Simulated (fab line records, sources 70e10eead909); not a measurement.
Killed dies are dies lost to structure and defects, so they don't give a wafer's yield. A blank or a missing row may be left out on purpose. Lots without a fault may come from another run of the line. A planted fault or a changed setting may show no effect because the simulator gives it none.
A struck lot beside a sound one | flow nand_harc | 14 steps out of a route of 1302
Sound: wafers L274.1, L274.2, L274.5. Struck: wafers L262.2, L262.3, L262.5. The cause comes at the end.
At each step with rows: each side's tool, then ch and its chambers, then its first start. Under that, the readings that differ: sound wafers | struck wafers | difference of the means | sigmas: that difference in standard deviations of wafers without a fault.
alike: readings whose means differ by less than 2 such deviations, and words and numbers that are the same on both sides. not compared: withheld readings, readings that some wafer has no value for, bounds like >300 that may hide the same value, and numbers for which the record gives no deviation and whose values overlap.
The two part at a step that has a row with sigmas, a row that says differs or no value, or rows on one side only. Numbers that don't overlap but have no deviation are shown without sigmas and don't part them. A reading that every wafer of one side lacks parts them only if that side has two wafers or more.

first, 1 step without rows for these wafers: NHARC_A_CONTACT_DEVELOP_41 (develop time 35 s).
NHARC_A_CONTACT_CD_MEAS_42: target cd 300 nm.
  sound on cd_sem-03 ch 0, day 30 04:19; struck on cd_sem-01 ch 0, day 26 17:37
  alike: cd_nm
NHARC_A_CONTACT_OVL_MEAS_43:
  sound on overlay-02, day 30 04:24; struck on overlay-02, day 26 17:43
  alike: overlay_x_nm, overlay_y_nm
NHARC_A_CONTACT_INSPECT_44:
  sound on defect_inspect-01, day 30 04:26; struck on defect_inspect-01, day 26 17:44
  alike: raw_defect_count
then, 2 steps without rows for these wafers: NHARC_A_CONTACT_DESCUM_47 (chemistry O2, time 3 s); NHARC_A_CONTACT_ETCH_48 (etches the open film in CF4, target depth 39 nm, time 65 s).
NHARC_A_CONTACT_ETCH_49: etches the open film in N2/H2, target depth 260 nm, time 475.3 s.
  sound on rie_diel-06 ch 0,1; struck on rie_diel-06 ch 0,2,3
  reading               | sound             | struck            | difference | sigmas
  oes_product_au (a.u.) | 1.003 0.991 0.995 | 1.024 1.021 1.007 | +0.021     | +2
  alike: bias_w, chamber_pressure_mTorr, drypump_motor_current_A, h2_flow_sccm, rf_vpp_V, showerhead_plenum_p_Torr, throttle_valve_pct
  not compared: rf_hours_counter_h
NHARC_A_CONTACT_ETCH_50: etches the open film in CF4/CHF3, target depth 121 nm, time 60.5 s.
  sound on rie_diel-06 ch 0,2; struck on rie_diel-06 ch 0,2,3
  alike: bias_w, cf4_flow_sccm, drypump_motor_current_A, oes_product_au, rf_vpp_V, showerhead_plenum_p_Torr, throttle_valve_pct
  not compared: rf_hours_counter_h
NHARC_A_CONTACT_ETCH_51: etches the open film in O2/COS, target depth 7000 nm, time 1820 s.
  sound on rie_diel-06 ch 0,2,3; struck on rie_diel-06 ch 2,3
  alike: bias_w, chamber_pressure_mTorr, drypump_motor_current_A, oes_product_au, rf_vpp_V, showerhead_plenum_p_Torr, throttle_valve_pct
  not compared: rf_hours_counter_h
then, 1 step without rows for these wafers: NHARC_A_CONTACT_ETCH_111 (etches the open film in C4F8/O2/Ar, time 140 s, target depth 700 nm).
NHARC_A_CONTACT_ETCH_112: etches the open film in C4F8/O2/Ar, time 190 s, target depth 1850 nm.
  sound on har_cap_etch-02 ch 0,1, day 30 06:31; struck on har_cap_etch-03 ch 0,1, day 26 19:58
  alike: chamber_pressure_mTorr, oes_air_line_au
  not compared: rf_hours_counter_h
then, 1 step without rows for these wafers: NHARC_A_CONTACT_ETCH_113 (etches the open film in C4F8/O2/Ar, time 190 s, target depth 1850 nm).
NHARC_A_CONTACT_ETCH_114: etches the open film in C4F8/O2/Ar, time 190 s, target depth 1850 nm.
  sound on har_cap_etch-02 ch 0,1, day 30 06:52; struck on har_cap_etch-03 ch 0,1, day 26 20:25
  no value came back on the struck wafers for chamber_pressure_mTorr (mTorr), oes_air_line_au (a.u.); on the sound wafers chamber_pressure_mTorr (mTorr) reads 19.975 19.988 20.005
  not compared: rf_hours_counter_h
NHARC_A_CONTACT_ETCH_115: etches the open film in C4F8/O2/Ar, time 190 s, target depth 1850 nm.
  sound on har_cap_etch-02 ch 0,1, day 30 07:02; struck on har_cap_etch-03 ch 0,1, day 26 20:38
  alike: chamber_pressure_mTorr, oes_air_line_au
  not compared: rf_hours_counter_h

WHERE THEY PART
First at NHARC_A_CONTACT_ETCH_49; last, within this record, at NHARC_A_CONTACT_ETCH_114. Later steps at which nothing parts them and some readings are alike: NHARC_A_CONTACT_ETCH_115.

WHY: what the simulator had put in
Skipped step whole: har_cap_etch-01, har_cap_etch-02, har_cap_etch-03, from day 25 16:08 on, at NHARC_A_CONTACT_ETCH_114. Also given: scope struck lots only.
